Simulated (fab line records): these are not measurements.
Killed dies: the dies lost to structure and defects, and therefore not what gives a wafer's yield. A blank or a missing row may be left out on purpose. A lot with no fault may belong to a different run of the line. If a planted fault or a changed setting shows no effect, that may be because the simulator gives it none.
What tool caused it?	flow nand harc	24 lots, 72 wafers sampled, at 5 steps of a route of 1159

## WHAT EACH GAUGE READ, for each wafer
NHARC_P_M2_INSPECT_27. Usual: raw defect count 311, standard deviation 120.
lot	measured	on	raw defect count	flag
L074	day 5 21:22	defect inspect-02	348 479 455	
L075	day 6 06:45	defect inspect-02	163 306 175	
L076	day 7 03:20	defect inspect-01	404 360 207	
L077	day 7 04:46	defect inspect-01	333 320 529	
L079	day 7 05:26	defect inspect-01	182 207 233	
L078	day 7 12:21	defect inspect-01	159 133 266	
L081	day 8 02:25	defect inspect-01	372 292 279	
L080	day 8 02:49	defect inspect-01	645 268 458	
L082	day 8 13:05	defect inspect-02	297 335 495	
L083	day 8 19:03	defect inspect-01	280 202 319	
L084	day 9 00:52	defect inspect-02	320 285 365	
L087	day 10 05:53	defect inspect-02	225 271 318	
L086	day 10 06:13	defect inspect-02	448 292 415	
L085	day 10 07:07	defect inspect-01	274 344 321	
L088	day 10 07:50	defect inspect-01	314 333 175	
L089	day 10 10:45	defect inspect-02	181 273 190	
L090	day 10 14:39	defect inspect-02	281 238 377	
L092	day 10 16:49	defect inspect-01	215 216 212	
L091	day 10 17:56	defect inspect-01	262 205 361	
L094	day 10 23:56	defect inspect-02	465 384 458	
L093	day 11 00:31	defect inspect-02	198 188 246	
L095	day 11 17:04	defect inspect-01	308 385 327	
L096	day 11 17:32	defect inspect-02	325 240 413	
L097	day 12 02:51	defect inspect-02	334 490 306	

NHARC_A_CHANNEL_HOLE_D1_OVL_MEAS_11. Usual: overlay x nm 0.0 nm, standard deviation 0.67; overlay y nm -0.1 nm, standard deviation 1.1.
lot	measured	on	overlay x nm (nm)	overlay y nm (nm)	flag
L074	day 8 05:00	overlay-02	-1.0 -0.5 -0.1	1.2 1.2 1.3	
L075	day 8 04:47	overlay-01	0.3 -0.3 -0.2	1.4 0.9 0.9	
L076	day 9 02:08	overlay-01	-0.1 0.2 -0.3	-1.3 -1.2 -1.7	
L077	day 9 01:07	overlay-01	0.1 0.2 0.2	-1.5 -1.8 -1.0	
L079	day 9 00:58	overlay-01	0.9 0.7 1.5	-1.1 -0.9 -1.4	
L078	day 9 09:27	overlay-02	-0.7 -0.3 -0.6	-0.4 0.0 -0.7	
L081	day 10 00:02	overlay-01	0.6 0.3 0.0	0.6 0.5 -0.3	
L080	day 10 00:29	overlay-01	0.0 -0.4 0.6	0.1 0.4 0.1	
L082	day 10 11:04	overlay-01	-1.0 -1.1 -0.1	-0.2 -0.4 0.1	
L083	day 10 15:22	overlay-01	-0.3 -0.1 -0.1	-0.9 -0.8 -0.9	
L084	day 10 20:26	overlay-01	0.6 1.0 0.3	-2.9 -2.6 -2.6	
L087	day 12 04:28	overlay-01	1.6 1.0 1.0	0.4 -0.2 0.1	
L086	day 12 04:17	overlay-02	0.3 0.2 -0.2	-0.7 -0.8 -0.6	
L085	day 12 02:35	overlay-02	0.3 0.2 0.3	-0.4 -0.1 -1.0	
L088	day 12 02:17	overlay-01	-0.1 -0.4 -0.3	0.0 0.4 0.3	
L089	day 12 16:52	overlay-01	0.6 0.3 -0.3	0.2 0.4 0.4	
L090	day 12 15:25	overlay-02	-0.8 -0.4 -0.6	0.1 0.4 0.1	
L092	day 12 16:43	overlay-02	-1.2 -1.3 -1.1	1.0 2.0 1.6	
L091	day 12 14:54	overlay-02	-0.2 0.4 -0.3	0.2 0.2 -0.1	
L094	day 12 22:17	overlay-02	0.8 0.4 0.6	0.8 1.1 0.9	
L093	day 12 23:00	overlay-01	-1.0 -0.5 -0.9	0.4 0.3 0.8	
L095	day 13 15:23	overlay-02	0.1 0.4 0.2	0.4 0.4 0.6	
L096	day 13 16:54	overlay-02	-0.7 -0.3 -0.6	1.8 1.5 1.8	
L097	day 14 01:15	overlay-02	1.3 0.8 1.2	-1.7 -2.1 -1.7	

## TOOL THAT RAN EACH LOT (tool first, then ch and the chambers of the sampled wafers, then the start)
lot	NHARC_P_M2_PRE_CLEAN_30	NHARC_P_M2_PVD_20	NHARC_P_M2_PRE_CLEAN_32
L074	pvd sputter-03, day 5 21:22 or earlier	pvd sputter-03, day 5 21:22 or earlier	pecvd-02 ch 1,2, day 5 21:26
L075	pvd sputter-01, day 6 06:45 or earlier	pvd sputter-01, day 6 06:45 or earlier	pecvd-01 ch 0,1,2, day 6 06:49
L076	pvd sputter-03, day 7 03:20 or earlier	pvd sputter-03, day 7 03:20 or earlier	pecvd-03 ch 0,1,2, day 7 03:25
L077	pvd sputter-01, day 7 04:46 or earlier	pvd sputter-01, day 7 04:46 or earlier	pecvd-01 ch 0,1,2, day 7 04:50
L079	pvd sputter-01, day 7 05:26 or earlier	pvd sputter-01, day 7 05:26 or earlier	pecvd-03 ch 0,1, day 7 05:38
L078	pvd sputter-03, day 7 12:21 or earlier	pvd sputter-03, day 7 12:21 or earlier	pecvd-01 ch 1,2, day 7 12:26
L081	pvd sputter-01, day 8 02:25 or earlier	pvd sputter-01, day 8 02:25 or earlier	pecvd-03 ch 0,1,2, day 8 02:30
L080	pvd sputter-02, day 8 02:49 or earlier	pvd sputter-02, day 8 02:49 or earlier	pecvd-02 ch 0,1, day 8 02:53
L082	pvd sputter-01, day 8 13:05 or earlier	pvd sputter-01, day 8 13:05 or earlier	pecvd-03 ch 0,1,2, day 8 13:10
L083	pvd sputter-01, day 8 19:03 or earlier	pvd sputter-01, day 8 19:03 or earlier	pecvd-02 ch 0,1, day 8 19:07
L084	pvd sputter-03, day 9 00:52 or earlier	pvd sputter-03, day 9 00:52 or earlier	pecvd-03 ch 0,1,2, day 9 00:57
L087	pvd sputter-03, day 10 05:53 or earlier	pvd sputter-03, day 10 05:53 or earlier	pecvd-03 ch 0,1,2, day 10 05:57
L086	pvd sputter-03, day 10 06:13 or earlier	pvd sputter-03, day 10 06:13 or earlier	pecvd-03 ch 0,1, day 10 06:17
L085	pvd sputter-03, day 10 07:07 or earlier	pvd sputter-03, day 10 07:07 or earlier	pecvd-01 ch 0,1, day 10 07:12
L088	pvd sputter-01, day 10 07:50 or earlier	pvd sputter-01, day 10 07:50 or earlier	pecvd-01 ch 1,2, day 10 07:55
L089	pvd sputter-03, day 10 10:45 or earlier	pvd sputter-03, day 10 10:45 or earlier	pecvd-03 ch 0,1,2, day 10 10:49
L090	pvd sputter-02, day 10 14:39 or earlier	pvd sputter-02, day 10 14:39 or earlier	pecvd-02 ch 0,2, day 10 14:43
L092	pvd sputter-01, day 10 16:49 or earlier	pvd sputter-01, day 10 16:49 or earlier	pecvd-03 ch 0,2, day 10 16:53
L091	pvd sputter-02, day 10 17:56 or earlier	pvd sputter-02, day 10 17:56 or earlier	pecvd-03 ch 0,1,2, day 10 18:02
L094	pvd sputter-03, day 10 23:56 or earlier	pvd sputter-03, day 10 23:56 or earlier	pecvd-03 ch 0,1,2, day 11 00:01
L093	pvd sputter-02, day 11 00:31 or earlier	pvd sputter-02, day 11 00:31 or earlier	pecvd-03 ch 0,1, day 11 01:07
L095	pvd sputter-03, day 11 17:04 or earlier	pvd sputter-03, day 11 17:04 or earlier	pecvd-01 ch 0,1, day 11 17:10
L096	pvd sputter-02, day 11 17:32 or earlier	pvd sputter-02, day 11 17:32 or earlier	pecvd-02 ch 0,1,2, day 11 17:36
L097	pvd sputter-02, day 12 02:51 or earlier	pvd sputter-02, day 12 02:51 or earlier	pecvd-01 ch 0,1,2, day 12 02:55
- NHARC_P_M2_PRE_CLEAN_30: time 30 s.
- NHARC_P_M2_PVD_20: deposits TaN, target thk 5 nm, time 8.06 s.
- NHARC_P_M2_PRE_CLEAN_32: time 12 s.

## WHAT THE TOOLS THEMSELVES READ (means of the sampled wafers that have a number; where no wafer has one, the mark that the record gives instead)
NHARC_P_M2_PRE_CLEAN_30. Usual: heater power w 410 W, standard deviation 50.
lot	tool	heater power w (W)	flag
L074	pvd sputter-03	394	
L075	pvd sputter-01	401	
L076	pvd sputter-03	437	
L077	pvd sputter-01	400	
L079	pvd sputter-01	445	
L078	pvd sputter-03	370	
L081	pvd sputter-01	438	
L080	pvd sputter-02	408	
L082	pvd sputter-01	404	
L083	pvd sputter-01	366	
L084	pvd sputter-03	407	
L087	pvd sputter-03	374	
L086	pvd sputter-03	375	
L085	pvd sputter-03	417	
L088	pvd sputter-01	412	
L089	pvd sputter-03	346	
L090	pvd sputter-02	393	
L092	pvd sputter-01	409	
L091	pvd sputter-02	435	
L094	pvd sputter-03	400	
L093	pvd sputter-02	391	
L095	pvd sputter-03	379	
L096	pvd sputter-02	427	
L097	pvd sputter-02	401	

NHARC_P_M2_PVD_20. Usual: throttle valve pct 29.8 %, standard deviation 0.74.
lot	tool	throttle valve pct (%)	flag
L074	pvd sputter-03	29.9	
L075	pvd sputter-01	29.4	
L076	pvd sputter-03	30.1	
L077	pvd sputter-01	29.9	
L079	pvd sputter-01	29.9	
L078	pvd sputter-03	30.1	
L081	pvd sputter-01	29.9	
L080	pvd sputter-02	29.9	
L082	pvd sputter-01	30.0	
L083	pvd sputter-01	30.5	
L084	pvd sputter-03	30.3	
L087	pvd sputter-03	30.2	
L086	pvd sputter-03	29.6	
L085	pvd sputter-03	29.4	
L088	pvd sputter-01	30.0	
L089	pvd sputter-03	29.9	
L090	pvd sputter-02	29.1	
L092	pvd sputter-01	30.5	
L091	pvd sputter-02	29.8	
L094	pvd sputter-03	29.8	
L093	pvd sputter-02	29.8	
L095	pvd sputter-03	29.4	
L096	pvd sputter-02	29.1	
L097	pvd sputter-02	29.7	

NHARC_P_M2_PRE_CLEAN_32. Usual: heater power w 623 W, standard deviation 63.
lot	tool	heater power w (W)	flag
L074	pecvd-02	659	
L075	pecvd-01	597	
L076	pecvd-03	628	
L077	pecvd-01	600	
L079	pecvd-03	573	
L078	pecvd-01	645	
L081	pecvd-03	619	
L080	pecvd-02	596	
L082	pecvd-03	632	
L083	pecvd-02	654	
L084	pecvd-03	619	
L087	pecvd-03	663	
L086	pecvd-03	620	
L085	pecvd-01	562	
L088	pecvd-01	647	
L089	pecvd-03	631	
L090	pecvd-02	655	
L092	pecvd-03	573	
L091	pecvd-03	606	
L094	pecvd-03	627	
L093	pecvd-03	588	
L095	pecvd-01	559	
L096	pecvd-02	655	
L097	pecvd-01	605	

## THE ANSWER, worked out from the rows above alone
Rule: a lot is off if the mean of its wafers that have a number lies more than 3 standard deviations from the usual mean. Also off: a lot with no number at a reading for which 4 or more lots have one. All remaining lots with rows at the step are treated as sound. Order of review: gauges by route order, followed by the tools' own readings, for which a lot's mean as printed above is used. The first step at which some lot is off is used, and at that step the reading that is off furthest; a lot without a number counts as furthest.
Nothing can be told from this: no lot is off at any reading shown.

## WHAT WAS PUT IN BY THE SIMULATOR
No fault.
